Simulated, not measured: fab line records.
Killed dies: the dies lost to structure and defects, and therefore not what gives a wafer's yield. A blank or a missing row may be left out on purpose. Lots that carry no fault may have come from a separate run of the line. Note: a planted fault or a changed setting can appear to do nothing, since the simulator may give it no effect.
fab line records    flow nand-harc
record lots=6  wafers=18  last-day=32
route steps=1302 shown A_BLC@1130 A_M0@1137 END@1302
lots that met no fault: from a run of the same line without faults
start-h: start of the lot's first displayed wafer, in hours after the record's first day    wait-h: time in hours since the lot's previous step    " the same as in the row above    L1.1+2: several wafers, shown together as one row    - no value present, or no start provided    * or withheld: withheld    < > ~ a bound
route shown NAME@n: NAME is a module with steps in the file, n the number in the route of the first one    usual: average and standard deviation across the fault-free wafers    same: alike in all rows    chamber/n: place in a boat    sites: the reading at each site    _std_site: standard deviation of those values    _edge_site: outer sites' mean less inner sites'    radius-mm: how far each site lies from the wafer's centre    mask NAME#n: copy n    behind: the last tool/chamber to shape the wafer    hold: what put the lot on hold/how long, in hours/how the hold closed    device: the n, p or np transistor that did not switch    end of line: the same wafers' tests at the end of the route    a step without rows: its recipe alone    killed: at the first sort, the dies lost to defects and structure; wafer yield is something else    map: a wafer's dies, x killed, . not, _ none there
set.NAME: setting as actually run; set.NAME@STEP: the setting as run at that earlier step    model.NAME: the simulator's own value behind a step, which no gauge read
lots at selected steps of the route; one table per step, one row per wafer
services: from which hour (start-h, from the record's first day; less than 0 if before it) a tool's chamber was out of use, for how many hours, and why
## steps
# step NHARC_A_BLC_PVD_32
# recipe target-thk-a=50  chamber-pressure-pa=5  power-w=5000  substrate-temp-c=200  time-s=17.7  material=Ti
# usual substrate-temp-c=200.01/0.17  throttle-valve-pct=30.5/0.99
lot.wafer  tool            chamber  start-h  wait-h  substrate-temp-c  throttle-valve-pct
L649.3     pvd-sputter-02  -        -        -       199.93            29.8
L649.1     "               -        "        "       199.89            29.7
L649.6     "               -        "        "       200.10            30.8
L652.4     pvd-sputter-03  -        -        -       199.91            29.1
L652.1     "               -        "        "       199.84            31.8
L652.5     "               -        "        "       199.95            29.1
L656.4     pvd-sputter-03  -        -        -       200.12            29.2
L656.3     "               -        "        "       200.02            31.5
L656.5     "               -        "        "       200.10            30.7
L662.2     pvd-sputter-03  -        -        -       199.84            31.3
L662.1     "               -        "        "       200.08            30.9
L662.5     "               -        "        "       199.62            31.1
L663.1     pvd-sputter-03  -        -        -       199.89            31.7
L663.2     "               -        "        "       200.16            29.2
L663.5     "               -        "        "       199.96            30.6
L668.3     pvd-sputter-03  -        -        -       200.12            31.5
L668.1     "               -        "        "       200.29            28.4
L668.6     "               -        "        "       199.95            31.3
# step NHARC_A_BLC_ALD_23
# recipe target-thk-a=30  pulse-time-s=1  ald-cycles=150  temp-c=450  material=TiN
# usual heater-power-w=1105/100  precursor-pulse-height-rel=0.999/0.019
# same ald-cycles=150  pulse-time-s=1
lot.wafer  tool          chamber  start-h  wait-h  heater-power-w  precursor-pulse-height-rel
L649.3     ald-metal-03  0        520.64   -       1097            0.997
L649.1     "             1        "        "       1137            1.028
L649.6     "             0        "        "       1044            1.001
L652.4     ald-metal-01  3        554.93   -       986             0.993
L652.1     "             1        "        "       1204            0.971
L652.5     "             3        "        "       1001            0.982
L656.4     ald-metal-02  0        596.19   -       1136            1.007
L656.3     "             1        "        "       1082            0.993
L656.5     "             0        "        "       1152            0.982
L662.2     ald-metal-03  3        630.85   -       998             1.000
L662.1     "             2        "        "       1188            1.023
L662.5     "             3        "        "       979             1.012
L663.2     ald-metal-03  0        637.94   -       1116            0.998
L663.1     "             1        "        "       1111            1.007
L663.5     "             0        "        "       1104            0.980
L668.1     ald-metal-03  0        716.63   -       1064            1.004
L668.3     "             2        "        "       1185            1.011
L668.6     "             1        "        "       1152            0.994
# step NHARC_A_BLC_CVD_24
# recipe target-thk-a=1500  temp-c=300  pressure-torr=40  wf6-flow-sccm=40  h2-flow-sccm=1600  ar-flow-sccm=1560  time-s=434  material=W
# usual heater-power-w=439/14  throttle-valve-pct=7.89/0.26
lot.wafer  tool      chamber  start-h  wait-h  heater-power-w  throttle-valve-pct
L649.1     cvd-w-01  0        -        -       472             7.97
L649.3     "         1        "        "       476             7.69
L649.6     "         1        "        "       463             7.83
L652.1     cvd-w-01  1        -        -       460             7.49
L652.4     "         0        "        "       445             7.84
L652.5     "         0        "        "       447             7.96
L656.4     cvd-w-01  0        -        -       445             7.67
L656.3     "         1        "        "       449             7.67
L656.5     "         1        "        "       436             7.27
L662.1     cvd-w-02  1        -        -       437             7.56
L662.2     "         0        "        "       440             7.80
L662.5     "         1        "        "       422             7.97
L663.1     cvd-w-02  1        -        -       440             7.78
L663.2     "         0        "        "       435             7.75
L663.5     "         0        "        "       430             7.88
L668.1     cvd-w-02  0        -        -       427             8.17
L668.3     "         0        "        "       443             8.00
L668.6     "         1        "        "       429             8.10
# step NHARC_A_BLC_CMP_25
# recipe t-overpolish-s=30  target-thk-nm=150
# usual motor-current-A=11.9/1.4  overpolish-run-s=30.000/0.009  time-to-endpoint-s=30/3
lot.wafer  tool    chamber  start-h  wait-h  motor-current-A  overpolish-run-s  time-to-endpoint-s
L649.1     cmp-01  0        521.38   0.5     10.9             29.976            31
L649.3     "       2        "        "       10.4             30.008            34
L649.6     "       1        "        "       11.2             30.007            31
L652.4     cmp-04  1        555.66   0.3     12.0             29.987            28
L652.1     "       0        "        "       11.3             29.984            29
L652.5     "       2        "        "       10.5             30.001            31
L656.4     cmp-02  2        596.96   0.4     11.5             29.989            30
L656.3     "       3        "        "       10.9             29.994            28
L656.5     "       1        "        "       10.0             30.009            32
L662.1     cmp-04  2        631.64   0.5     10.5             30.003            31
L662.2     "       3        "        "       14.9             29.996            24
L662.5     "       0        "        "       12.0             30.013            28
L663.1     cmp-01  3        638.68   0.5     14.3             30.001            35
L663.2     "       1        "        "       11.7             29.999            31
L663.5     "       3        "        "       13.6             30.005            35
L668.3     cmp-04  1        717.37   0.3     12.2             30.003            27
L668.1     "       3        "        "       14.1             30.014            23
L668.6     "       1        "        "       12.6             29.988            25
# step NHARC_A_BLC_SRD_27
# step NHARC_A_BLC_INSPECT_28
# usual raw-defect-count=525/110
lot.wafer  tool               chamber  start-h  wait-h  raw-defect-count
L649.1     defect-inspect-02  -        521.78   0.1     612
L649.3     "                  -        "        "       754
L649.6     "                  -        "        "       600
L652.1     defect-inspect-02  -        556.08   0.1     466
L652.4     "                  -        "        "       500
L652.5     "                  -        "        "       564
L656.3     defect-inspect-01  -        597.32   0.1     557
L656.4     "                  -        "        "       519
L656.5     "                  -        "        "       468
L662.1     defect-inspect-01  -        631.99   0.1     749
L662.2     "                  -        "        "       667
L662.5     "                  -        "        "       849
L663.1     defect-inspect-01  -        639.05   0.1     426
L663.2     "                  -        "        "       631
L663.5     "                  -        "        "       450
L668.1     defect-inspect-01  -        717.77   0.1     418
L668.3     "                  -        "        "       465
L668.6     "                  -        "        "       536
# step NHARC_A_M0_DEP_00
# recipe target-thk-a=1500  target-thk-nm=150  temp-c=withheld  pressure-torr=5  flow-sccm=200  rf-w=600  material=SiOC
# step NHARC_A_M0_DEHYDRATE_01
# recipe temp-c=150  time-s=120
# step NHARC_A_M0_HMDS_02
# recipe time-s=30
# step NHARC_A_M0_COAT_33
# recipe temp-c=200  time-s=65
# step NHARC_A_M0_COAT_03
# recipe spin-rpm=1500  resist-thk-nm=90
# step NHARC_A_M0_SOFTBAKE_04
# recipe temp-c=105  time-s=55
# usual heater-power-total-W=188.46/0.13  resist-line-temp-C=22.99/0.11
lot.wafer  tool            chamber  start-h  wait-h  heater-power-total-W  resist-line-temp-C
L649.1     litho-track-01  0        522      -       188.66                22.85
L649.3     "               0        "        "       188.47                22.88
L649.6     "               0        "        "       188.46                22.93
L652.1     litho-track-06  0        556      -       188.82                22.90
L652.4     "               0        "        "       188.26                22.97
L652.5     "               0        "        "       188.23                23.04
L656.3     litho-track-04  0        597      -       188.57                22.79
L656.4     "               0        "        "       188.67                22.90
L656.5     "               0        "        "       188.33                22.87
L662.1     litho-track-06  0        632      -       214.26                23.01
L662.2     "               0        "        "       214.14                23.09
L662.5     "               0        "        "       214.22                22.99
L663.1     litho-track-06  0        639      -       214.30                22.98
L663.2     "               0        "        "       214.53                23.07
L663.5     "               0        "        "       214.32                23.04
L668.1     litho-track-04  0        718      -       188.72                22.94
L668.3     "               0        "        "       188.35                23.10
L668.6     "               0        "        "       188.44                22.95
# step NHARC_A_M0_EBR_05
# step NHARC_A_M0_EXPOSE_06
# recipe na=1.35  target-cd-nm=80  dose-mj=83.25  mask-id=A_M0
# step NHARC_A_M0_PEB_07
# recipe peb-temp-c=100  peb-time-s=65
# step NHARC_A_M0_DEVELOP_08
# recipe develop-time-s=35  dev-temp-c=23
# step NHARC_A_M0_CD_MEAS_09
# recipe target-cd-nm=80  landing-energy-ev=500
# usual cd-nm=79.9/0.79
lot.wafer  tool       chamber  start-h  wait-h  cd-nm
L649.1     cd-sem-02  0        522.68   -       80.5
L649.3     "          0        "        "       81.7
L649.6     "          0        "        "       81.0
L652.1     cd-sem-01  0        556.98   -       79.2
L652.4     "          0        "        "       79.7
L652.5     "          0        "        "       79.4
L656.3     cd-sem-03  0        598.22   -       79.8
L656.4     "          0        "        "       79.9
L656.5     "          0        "        "       79.1
L662.1     cd-sem-03  0        632.92   -       79.2
L662.2     "          0        "        "       78.9
L662.5     "          0        "        "       79.1
L663.1     cd-sem-03  0        639.85   -       79.4
L663.2     "          0        "        "       79.0
L663.5     "          0        "        "       79.6
L668.1     cd-sem-02  0        718.68   -       79.8
L668.3     "          0        "        "       79.9
L668.6     "          0        "        "       80.2
# step NHARC_A_M0_OVL_MEAS_10
# recipe pitch-nm=160
# usual overlay-x-nm=-0.1/0.73  overlay-y-nm=0.2/0.96
lot.wafer  tool        chamber  start-h  wait-h  overlay-x-nm  overlay-y-nm
L649.1     overlay-02  -        522.77   -       -0.1          -0.7
L649.3     "           -        "        "       0.0           -0.7
L649.6     "           -        "        "       0.1           -0.7
L652.1     overlay-02  -        557.07   -       -0.3          0.1
L652.4     "           -        "        "       -1.0          0.7
L652.5     "           -        "        "       -1.4          0.3
L656.3     overlay-01  -        598.30   -       -0.6          -1.8
L656.4     "           -        "        "       -0.8          -1.1
L656.5     "           -        "        "       -1.1          -1.4
L662.1     overlay-01  -        633.00   -       -0.6          -0.9
L662.2     "           -        "        "       -0.1          -0.4
L662.5     "           -        "        "       0.1           -1.5
L663.1     overlay-01  -        639.94   -       1.0           -0.6
L663.2     "           -        "        "       0.6           -0.4
L663.5     "           -        "        "       0.8           -1.0
L668.1     overlay-01  -        718.77   -       0.5           -0.4
L668.3     "           -        "        "       -0.3          -0.9
L668.6     "           -        "        "       0.6           -1.2
# step NHARC_A_M0_INSPECT_11
# usual raw-defect-count=93/36
lot.wafer  tool               chamber  start-h  wait-h  raw-defect-count
L649.1     defect-inspect-01  -        522.80   0.0     97
L649.3     "                  -        "        "       92
L649.6     "                  -        "        "       110
L652.1     defect-inspect-01  -        557.11   0.0     97
L652.4     "                  -        "        "       102
L652.5     "                  -        "        "       109
L656.3     defect-inspect-01  -        598.34   0.0     77
L656.4     "                  -        "        "       88
L656.5     "                  -        "        "       81
L662.1     defect-inspect-01  -        633.04   0.0     137
L662.2     "                  -        "        "       138
L662.5     "                  -        "        "       133
L663.1     defect-inspect-02  -        639.97   0.0     38
L663.2     "                  -        "        "       29
L663.5     "                  -        "        "       24
L668.1     defect-inspect-01  -        718.81   0.0     71
L668.3     "                  -        "        "       84
L668.6     "                  -        "        "       79
# step NHARC_A_M0_DESCUM_14
# recipe time-s=3  o2-flow-sccm=200  ar-flow-sccm=0  bias-power-w=0  chemistry=O2
# usual chamber-pressure-mTorr=60.00/0.059  drypump-motor-current-A=5.6/0.37  oes-product-au=0.999/0.01  rf-vpp-V=57.9/0.89  showerhead-plenum-p-Torr=1.91/0.067  throttle-valve-pct=11.312/0.0086
lot.wafer  tool         chamber  start-h  wait-h  chamber-pressure-mTorr  drypump-motor-current-A  oes-product-au  rf-hours-counter-h  rf-vpp-V  showerhead-plenum-p-Torr  throttle-valve-pct  model.A_M0.cd-nm
L649.1     rie-diel-04  3        522.87   0.1     60.09                   4.8                      0.984           0.6                 58.2      1.84                      11.310              79.63
L649.3     "            1        "        "       60.01                   5.9                      0.992           0.7                 57.0      1.85                      11.299              81.88
L649.6     "            2        "        "       59.98                   5.8                      1.008           -                   56.2      1.82                      11.307              81.12
L652.4     rie-diel-04  1        557.17   0.1     59.90                   5.9                      0.998           4.8                 56.7      1.85                      11.329              80.32
L652.1     "            0        "        "       60.02                   5.2                      0.997           4.1                 56.9      1.92                      11.305              79.62
L652.5     "            1        "        "       60.04                   5.9                      0.981           -                   58.2      1.85                      11.310              79.94
L656.3     rie-diel-05  3        598.41   0.1     60.04                   5.7                      1.012           1.4                 59.3      1.95                      11.324              80.14
L656.4     "            0        "        "       60.06                   6.2                      0.998           1.7                 58.0      1.85                      11.325              79.82
L656.5     "            2        "        "       59.97                   5.8                      1.010           -                   57.5      1.99                      11.315              79.15
L662.2     rie-diel-03  3        633.10   0.1     60.11                   5.5                      1.006           0.8                 58.1      1.88                      11.329              77.82
L662.1     "            2        "        "       60.08                   5.2                      0.996           1.1                 57.5      1.94                      11.326              78.91
L662.5     "            0        "        "       59.96                   5.3                      0.986           -                   59.2      1.99                      11.304              79.02
L663.1     rie-diel-03  1        640.04   0.1     60.02                   5.2                      1.005           1.7                 57.7      2.03                      11.318              79
L663.2     "            3        "        "       59.98                   5.5                      0.991           1.9                 57.6      1.88                      11.302              78.47
L663.5     "            0        "        "       59.95                   5.4                      0.980           -                   59.3      1.99                      11.324              78.71
L668.1     rie-diel-04  3        718.88   0.1     59.98                   4.8                      0.996           1.0                 57.2      1.83                      11.331              79.28
L668.3     "            0        "        "       59.97                   5.2                      1.000           1.3                 59.8      1.92                      11.310              80
L668.6     "            2        "        "       60.00                   5.8                      1.020           -                   57.9      1.82                      11.310              80.85
# step NHARC_A_M0_ETCH_34
# recipe target-depth-a=400  overetch-a=120  time-s=43.94  ion-energy-ev=200  n2-flow-sccm=150  h2-flow-sccm=150  ar-flow-sccm=0  rf-w=400  bias-w=150  chemistry=N2/H2
# usual chamber-pressure-mTorr=30.002/0.029  drypump-motor-current-A=5.6/0.39  oes-product-au=0.998/0.01  rf-vpp-V=430.4/2.2  showerhead-plenum-p-Torr=2.04/0.072  throttle-valve-pct=14.172/0.0082
lot.wafer  tool         chamber  start-h  wait-h  chamber-pressure-mTorr  drypump-motor-current-A  oes-product-au  rf-hours-counter-h  rf-vpp-V  showerhead-plenum-p-Torr  throttle-valve-pct
L649.1     rie-diel-04  3        522.96   0.1     30.010                  4.8                      0.990           0.6                 427.6     1.95                      14.178
L649.3     "            0        "        "       30.003                  5.2                      1.006           0.5                 431.8     2.05                      14.175
L649.6     "            2        "        "       29.972                  5.8                      1.002           -                   428.0     1.94                      14.183
L652.4     rie-diel-04  2        557.25   0.1     29.975                  5.7                      1.008           5.0                 428.0     1.93                      14.185
L652.1     "            1        "        "       29.987                  5.9                      0.998           4.9                 428.4     1.96                      14.189
L652.5     "            3        "        "       29.996                  4.8                      0.986           -                   425.8     1.95                      14.164
L656.4     rie-diel-05  3        598.50   0.1     30.057                  5.8                      1.003           1.4                 432.0     2.08                      14.163
L656.3     "            0        "        "       29.990                  6.2                      0.989           1.7                 427.4     1.97                      14.187
L656.5     "            1        "        "       30.031                  5.8                      1.011           -                   431.2     2.10                      14.182
L662.1     rie-diel-03  0        633.19   0.1     30.043                  5.3                      0.987           0.9                 432.1     2.12                      14.171
L662.2     "            1        "        "       29.970                  5.2                      1.005           1.1                 433.1     2.17                      14.177
L662.5     "            0        "        "       29.980                  5.4                      0.992           -                   433.2     2.12                      14.179
L663.2     rie-diel-03  0        640.12   0.1     29.977                  5.3                      0.993           2.0                 433.0     2.12                      14.180
L663.1     "            2        "        "       30.010                  5.2                      0.997           1.7                 431.8     2.06                      14.166
L663.5     "            0        "        "       29.956                  5.3                      0.985           -                   431.8     2.12                      14.170
L668.1     rie-diel-04  1        718.96   0.1     29.976                  6.0                      0.989           1.7                 429.0     1.96                      14.186
L668.3     "            2        "        "       29.979                  5.8                      1.008           1.4                 426.7     1.93                      14.173
L668.6     "            1        "        "       29.983                  5.9                      0.982           -                   427.8     1.96                      14.161
# step NHARC_A_M0_ETCH_15
# recipe target-depth-a=1500  overetch-a=150  time-s=82.5  c4f8-flow-sccm=withheld  ar-flow-sccm=400  rf-w=600  bias-w=300  chemistry=C4F8/Ar
# usual chamber-pressure-mTorr=25.001/0.022  oes-product-au=0.956/0.02  rf-vpp-V=440.7/2.3
lot.wafer  tool         chamber  start-h  wait-h  chamber-pressure-mTorr  oes-product-au  rf-hours-counter-h  rf-vpp-V  model.A_M0.cd-nm
L649.3     rie-diel-04  2        -        -       24.980                  0.965           0.8                 438.5     81.7
L649.1     "            3        "        "       25.022                  0.944           0.6                 440.1     79.67
L649.6     "            1        "        "       24.992                  0.965           -                   436.9     81.66
L652.4     rie-diel-04  0        -        -       24.982                  0.982           4.1                 440.5     80.31
L652.1     "            1        "        "       24.998                  0.961           4.9                 438.4     79.48
L652.5     "            1        "        "       25.016                  0.956           -                   437.9     80.31
L656.4     rie-diel-05  3        -        -       25.040                  0.935           1.4                 442.3     80.25
L656.3     "            0        "        "       24.981                  0.933           1.7                 438.1     79.91
L656.5     "            2        "        "       24.977                  0.960           -                   443.1     79.47
L662.1     rie-diel-03  0        -        -       25.002                  0.959           0.9                 443.3     78.86
L662.2     "            2        "        "       25.007                  0.974           1.1                 440.6     77.73
L662.5     "            0        "        "       25.007                  0.944           -                   442.7     79.24
L663.2     rie-diel-03  3        -        -       24.979                  0.968           1.9                 440.2     78.81
L663.1     "            1        "        "       25.009                  0.966           1.8                 444.9     78.66
L663.5     "            3        "        "       24.993                  0.983           -                   439.1     79.09
L668.1     rie-diel-04  1        -        -       25.004                  0.916           1.7                 436.8     79.08
L668.3     "            3        "        "       25.001                  0.928           1.0                 436.9     80.28
L668.6     "            1        "        "       24.989                  0.930           -                   439.1     80.77
# step NHARC_A_M0_CD_MEAS_16
# usual cd-nm=79.8/0.91
lot.wafer  tool       chamber  start-h  wait-h  cd-nm
L649.1     cd-sem-03  -        523.16   -       79.5
L649.3     "          -        "        "       81.5
L649.6     "          -        "        "       81.5
L652.1     cd-sem-01  -        557.47   -       79.1
L652.4     "          -        "        "       80.2
L652.5     "          -        "        "       80.1
L656.3     cd-sem-01  -        598.70   -       80.0
L656.4     "          -        "        "       79.9
L656.5     "          -        "        "       79.0
L662.1     cd-sem-02  -        633.40   -       78.6
L662.2     "          -        "        "       77.9
L662.5     "          -        "        "       79.4
L663.1     cd-sem-01  -        640.33   -       78.8
L663.2     "          -        "        "       78.6
L663.5     "          -        "        "       79.0
L668.1     cd-sem-02  -        719.17   -       79.1
L668.3     "          -        "        "       80.1
L668.6     "          -        "        "       80.9
# step NHARC_END_SORT_01
# recipe temp-c=25
# usual defect-limited-yield=90.1/2.5  killed-at-array=62/18  killed-at-other=0.9/1.2  killed-at-periphery=4.2/2.9  killed-dies=67/17  killed-open=3.6/1.9  killed-short=2.5/1.6
# same gross-dies=677
lot.wafer  tool       chamber  start-h  wait-h  defect-limited-yield[%]  killed-at-array  killed-at-other  killed-at-periphery  killed-dies  killed-open  killed-short
L649.1     prober-02  0        601.53   2.5     88.5                     66               6                6                    78           5            2
L649.3     prober-02  0        603.13   3.1     91.4                     51               1                6                    58           1            4
L649.6     prober-02  0        605.52   4.0     89.7                     66               1                3                    70           7            2
L652.1     prober-01  0        617.36   2.5     91.1                     58               0                2                    60           2            1
L652.4     prober-01  0        619.74   3.4     90.3                     62               0                4                    66           1            2
L652.5     prober-01  0        620.53   3.7     90.0                     66               1                1                    68           4            2
L656.3     prober-02  0        639.22   3.1     92.3                     49               1                2                    52           4            3
L656.4     prober-02  0        640.03   3.4     90.8                     61               1                0                    62           1            2
L656.5     prober-02  0        640.83   3.7     89.1                     69               3                2                    74           6            6
L662.1     prober-02  0        674.68   2.5     88.6                     70               0                7                    77           6            3
L662.2     prober-02  0        675.49   2.8     86.0                     87               0                8                    95           3            2
L662.5     prober-02  0        677.92   3.7     86.1                     90               1                3                    94           7            3
L663.1     prober-01  0        682.44   2.4     94.7                     34               0                2                    36           0            3
L663.2     prober-01  0        683.24   2.8     95.6                     26               0                4                    30           2            1
L663.5     prober-01  0        685.64   3.7     96.5                     23               0                1                    24           2            3
L668.1     prober-01  0        761.66   2.5     93.1                     45               0                2                    47           2            2
L668.3     prober-01  0        763.29   3.1     90.1                     64               0                3                    67           4            2
L668.6     prober-01  0        765.75   4.1     90.1                     65               0                2                    67           5            1
# killed by level:class
L649.1 A_SLIT:chamber-film-flake=29 A_CHANNEL_HOLE_D2:chamber-film-flake=27 P_GATE:chamber-film-flake=5 THIN_TSV:chamber-film-flake=4 A_STAIRCASE:chamber-film-flake=3 P_CONTACT:geometric-particle:open=1 A_ONON_D1:geometric-particle:short=1 A_ONON_D1:geometric-particle:open=1
L649.3 A_CHANNEL_HOLE_D2:chamber-film-flake=21 A_SLIT:chamber-film-flake=19 P_GATE:chamber-film-flake=5 A_WL_FILL:geometric-particle:short=2 A_CHANNEL_HOLE_D1:chamber-film-flake=2 A_STAIRCASE:chamber-film-flake=2 A_CONTACT:chamber-film-flake=2 P_M0:geometric-particle:short=1
L649.6 A_SLIT:chamber-film-flake=28 A_CHANNEL_HOLE_D2:chamber-film-flake=19 A_CHANNEL_HOLE_D1:chamber-film-flake=4 A_M0:geometric-particle:open=3 A_WL_FILL:geometric-particle:short=2 P_GATE:chamber-film-flake=2 A_DECK1_JOINT:chamber-film-flake=2 A_CONTACT:chamber-film-flake=2
L652.1 A_CHANNEL_HOLE_D2:chamber-film-flake=22 A_SLIT:chamber-film-flake=21 A_CHANNEL_HOLE_D1:chamber-film-flake=4 A_CONTACT:chamber-film-flake=4 A_DECK1_JOINT:chamber-film-flake=2 A_STAIRCASE:chamber-film-flake=2 P_M1:geometric-particle:open=1 A_CHANNEL_FILL_D1:geometric-particle:short=1
L652.4 A_CHANNEL_HOLE_D2:chamber-film-flake=26 A_SLIT:chamber-film-flake=26 A_CHANNEL_FILL_D1:chamber-film-flake=4 A_CHANNEL_HOLE_D1:chamber-film-flake=3 P_ZERO_WELL:chamber-film-flake=2 A_CONTACT:chamber-film-flake=2 P_M0:geometric-particle:short=1 P_M1:geometric-particle:short=1
L652.5 A_SLIT:chamber-film-flake=30 A_CHANNEL_HOLE_D2:chamber-film-flake=28 A_CHANNEL_FILL_D1:geometric-particle:short=2 A_CHANNEL_FILL_D1:chamber-film-flake=2 P_GATE:geometric-particle:open=1 A_CHANNEL_HOLE_D1:geometric-particle:open=1 A_CHANNEL_FILL_D1:geometric-particle:open=1 A_CHANNEL_HOLE_D2:geometric-particle:open=1
L656.3 A_CHANNEL_HOLE_D1:chamber-film-flake=25 A_CHANNEL_HOLE_D2:chamber-film-flake=14 A_CHANNEL_FILL_D1:geometric-particle:open=2 A_WL_FILL:chamber-film-flake=2 P_CONTACT:geometric-particle:open=1 A_CHANNEL_FILL_D1:geometric-particle:short=1 A_DECK1_JOINT:geometric-particle:short=1 A_ONON_D2:geometric-particle:open=1
L656.4 A_CHANNEL_HOLE_D1:chamber-film-flake=36 A_CHANNEL_HOLE_D2:chamber-film-flake=13 A_SLIT:chamber-film-flake=4 A_WL_FILL:chamber-film-flake=2 A_SGD_CUT:geometric-particle:short=1 A_WL_FILL:geometric-particle:short=1 A_WL_FILL:geometric-particle:open=1 A_DECK1_JOINT:chamber-film-flake=1
L656.5 A_CHANNEL_HOLE_D1:chamber-film-flake=33 A_CHANNEL_HOLE_D2:chamber-film-flake=18 A_STAIRCASE:chamber-film-flake=3 THIN_TSV:chamber-film-flake=3 A_CHANNEL_FILL_D1:geometric-particle:open=2 A_CHANNEL_FILL_D1:geometric-particle:short=2 A_CONTACT:chamber-film-flake=2 P_M1:geometric-particle:open=1
L662.1 A_CHANNEL_HOLE_D1:chamber-film-flake=24 A_SLIT:chamber-film-flake=20 A_CHANNEL_HOLE_D2:chamber-film-flake=10 A_CHANNEL_FILL_D2:chamber-film-flake=3 A_CONTACT:chamber-film-flake=3 P_GATE:chamber-film-flake=2 A_STAIRCASE:chamber-film-flake=2 A_M0:chamber-film-flake=2
L662.2 A_SLIT:chamber-film-flake=37 A_CHANNEL_HOLE_D1:chamber-film-flake=25 A_CHANNEL_HOLE_D2:chamber-film-flake=11 P_GATE:chamber-film-flake=4 A_STAIRCASE:chamber-film-flake=4 A_CONTACT:chamber-film-flake=3 A_CHANNEL_FILL_D2:chamber-film-flake=2 P_M0:geometric-particle:open=1
L662.5 A_CHANNEL_HOLE_D1:chamber-film-flake=30 A_SLIT:chamber-film-flake=27 A_CHANNEL_HOLE_D2:chamber-film-flake=19 A_STAIRCASE:chamber-film-flake=5 P_CONTACT:geometric-particle:open=1 P_M0:geometric-particle:open=1 P_M1:geometric-particle:open=1 A_CHANNEL_HOLE_D1:geometric-particle:short=1
L663.1 A_CHANNEL_HOLE_D1:chamber-film-flake=15 A_CONTACT:chamber-film-flake=6 A_SLIT:chamber-film-flake=4 A_STAIRCASE:chamber-film-flake=3 A_ONON_D1:geometric-particle:short=1 A_ONON_D2:geometric-particle:short=1 A_CHANNEL_FILL_D2:geometric-particle:short=1 P_GATE:chamber-film-flake=1
L663.2 A_CHANNEL_HOLE_D1:chamber-film-flake=10 A_SLIT:chamber-film-flake=4 A_WL_FILL:chamber-film-flake=3 P_ZERO_WELL:chamber-film-flake=2 A_CHANNEL_FILL_D1:chamber-film-flake=2 A_STAIRCASE:chamber-film-flake=2 P_M0:geometric-particle:open=1 A_ONON_D1:geometric-particle:short=1
L663.5 A_CHANNEL_HOLE_D1:chamber-film-flake=8 A_SLIT:chamber-film-flake=5 A_WL_FILL:chamber-film-flake=4 A_ONON_D1:geometric-particle:open=2 A_ONON_D2:geometric-particle:short=1 A_CHANNEL_HOLE_D2:geometric-particle:short=1 A_M0:geometric-particle:short=1 P_ZERO_WELL:chamber-film-flake=1
L668.1 A_CHANNEL_HOLE_D2:chamber-film-flake=25 A_ZERO_WELL:chamber-film-flake=5 A_SLIT:chamber-film-flake=5 A_CONTACT:chamber-film-flake=4 P_M0:geometric-particle:short=1 A_ONON_D2:geometric-particle:short=1 A_BLC:geometric-particle:open=1 A_M0:geometric-particle:open=1
L668.3 A_CHANNEL_HOLE_D2:chamber-film-flake=36 A_SLIT:chamber-film-flake=10 A_CONTACT:chamber-film-flake=5 A_ZERO_WELL:chamber-film-flake=3 P_M1:chamber-film-flake=2 A_CHANNEL_HOLE_D1:unspecified=2 A_ONON_D1:geometric-particle:open=1 A_STAIRCASE:geometric-particle:short=1
L668.6 A_CHANNEL_HOLE_D2:chamber-film-flake=36 A_SLIT:chamber-film-flake=9 A_CHANNEL_HOLE_D1:unspecified=5 A_ZERO_WELL:chamber-film-flake=3 A_CONTACT:chamber-film-flake=3 A_BLC:geometric-particle:open=2 A_STAIRCASE:chamber-film-flake=2 P_M2:geometric-particle:open=1
## services
tool            chamber  start-h  hours  kind
pvd-sputter-03  -        502.00   10.0   pm
litho-track-06  -        505.00   7.0    pm
rie-diel-04     -        508.03   9.0    pm
rie-diel-03     3        512.88   5.9    repair
ald-metal-03    -        515.21   1.1    repair
rie-diel-03     1        522.15   7.5    repair
cvd-w-01        -        523.00   13.0   pm
rie-diel-05     0        526.73   8.2    repair
cmp-04          -        527.42   3.5    repair
ald-metal-03    -        544.00   10.0   pm
rie-diel-03     0        549.00   8.6    repair
rie-diel-05     -        559.60   9.0    pm
rie-diel-03     -        562.34   0.5    repair
rie-diel-04     -        568.34   0.2    repair
cmp-04          -        569.06   1.5    repair
cmp-04          -        578.75   4.0    pm
rie-diel-03     -        587.09   13.5   repair
rie-diel-03     -        611.30   9.0    pm
rie-diel-04     3        624.27   2.4    repair
rie-diel-03     -        661.96   2.6    repair
pvd-sputter-03  -        677.18   4.3    repair
rie-diel-03     2        683.83   13.8   repair
rie-diel-04     -        685.03   9.0    pm
ald-metal-03    -        697.33   1.2    repair
## key
first-sign step=NHARC_A_M0_SOFTBAKE_04  reading=heater-power-total-W  direction=up  sigmas=99+  usual=*  struck=*
effect none on later readings
model-effect step=NHARC_A_M0_DESCUM_14  value=A_M0.cd-nm  without=80.18  struck=78.65
model-effect step=NHARC_A_M0_ETCH_15  value=A_M0.cd-nm  without=80.26  struck=78.73
met-at NHARC_A_M0_SOFTBAKE_04
struck-wafers L662.1,L662.2,L662.5,L663.1,L663.2,L663.5
loop-trim step=NHARC_A_M0_EXPOSE_06  setting=dose  lots=L663
onset-between 556 632
fault kind=process-parameter-drift  tool=litho-track-06  chamber=-  onset-h=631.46  steps=NHARC_A_M0_SOFTBAKE_04  channel=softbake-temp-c  offset=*  shape=step  end-h=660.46  acts-in=*  stated=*
# loop-trim: a control loop set the setting to another value than it would have without faults
